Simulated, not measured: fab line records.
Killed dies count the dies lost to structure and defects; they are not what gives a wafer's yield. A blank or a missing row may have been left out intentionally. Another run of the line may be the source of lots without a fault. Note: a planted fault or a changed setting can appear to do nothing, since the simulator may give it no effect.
Chamber matching | flow n5-finfet | 4 sister chambers for N5_MOL_CONTACT_COAG_CMP_23 on cmp-01
The step polishes, stops on SiO2, t overpolish 1.5 s, target thk 0 nm. 18 wafers are shown with their chamber, then 9 later ones without.

== WAFERS, EACH WITH ITS CHAMBER ==
wafer  | chamber | motor-current-A (A) | time-to-endpoint-s (s) | slurry-filter-dp-kPa (kPa)
L075.2 | 0       | 7.1                 | 8.9                    | 13.67
L075.3 | 1       | 8.2                 | 8.2                    | 13.45
L075.5 | 1       | 8.3                 | 11.7                   | 13.67
L076.1 | 0       | 7.2                 | 9.1                    | 13.74
L076.4 | 1       | 8.0                 | 8.9                    | 13.47
L076.5 | 1       | 7.7                 | 11.6                   | 13.55
L084.1 | 3       | 7.1                 | 11.5                   | 13.50
L084.4 | 0       | 6.7                 | 10.2                   | 13.85
L084.6 | 3       | 6.7                 | 12.1                   | 13.12
L086.2 | 2       | 7.4                 | 9.9                    | 13.45
L086.3 | 1       | 8.2                 | 9.2                    | 13.54
L086.4 | 0       | 7.3                 | 11.2                   | 13.22
L088.2 | 1       | 7.7                 | 9.0                    | 13.62
L088.5 | 2       | 7.6                 | 6.9                    | 13.64
L088.6 | 1       | 8.0                 | 10.9                   | 13.44
L089.2 | 0       | 6.9                 | 8.3                    | 13.45
L089.4 | 3       | 7.3                 | 13.1                   | 13.60
L089.5 | 1       | 7.9                 | 8.9                    | 13.48

SIGNATURES, as means of the wafers listed above
reading              | chamber 0 | chamber 1 | chamber 2 | chamber 3 | scatter within a chamber
motor-current-A      | 7.040     | 8.000     | 7.500     | 7.033     | 0.239
time-to-endpoint-s   | 9.540     | 9.800     | 8.400     | 12.233    | 1.32
slurry-filter-dp-kPa | 13.5860   | 13.5275   | 13.5450   | 13.4067   | 0.179
Rule: a wafer's distance from a chamber is the root of the sum, over the readings, of the square of ((its reading less the chamber's mean) divided by the reading's scatter). The wafer belongs to the nearest chamber; if the next one is less than 2 further off, it can't be placed. How the scatter is found: for the shown wafers, subtract from each reading the mean of its chamber, square and add these, divide the total by (wafers less chambers), then take the root.

== WAFERS MISSING THEIR CHAMBER ==
wafer  | motor-current-A (A) | time-to-endpoint-s (s) | slurry-filter-dp-kPa (kPa)
L090.2 | 8.1                 | 12.4                   | 13.78
L090.3 | 6.8                 | 8.7                    | 13.39
L090.4 | 7.1                 | 7.7                    | 13.52
L092.4 | 8.0                 | 8.3                    | 13.63
L092.5 | 6.8                 | 7.0                    | 13.64
L092.6 | 7.0                 | 11.4                   | 13.39
L093.1 | 7.2                 | 10.4                   | 13.33
L093.2 | 7.9                 | 8.9                    | 13.61
L093.4 | 7.3                 | 6.8                    | 13.55

== CHAMBER TAKEN BY EACH ==
wafer  | from the rows above               | in truth
L090.2 | can't be placed: 1 or 2           | 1
L090.3 | can't be placed: 0 or 3 or 2      | 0
L090.4 | can't be placed: 0 or 2           | 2
L092.4 | can't be placed: 1 or 2           | 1
L092.5 | can't be placed: 0 or 2           | 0
L092.6 | can't be placed: 3 or 0           | 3
L093.1 | can't be placed: 3 or 0 or 2 or 1 | 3
L093.2 | can't be placed: 1 or 2           | 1
L093.4 | can't be placed: 2 or 0           | 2
Correctly placed: 0 of 9. Can't be placed from these rows: 9 (the true chamber is among the candidates in 9). Wrongly placed: 0.
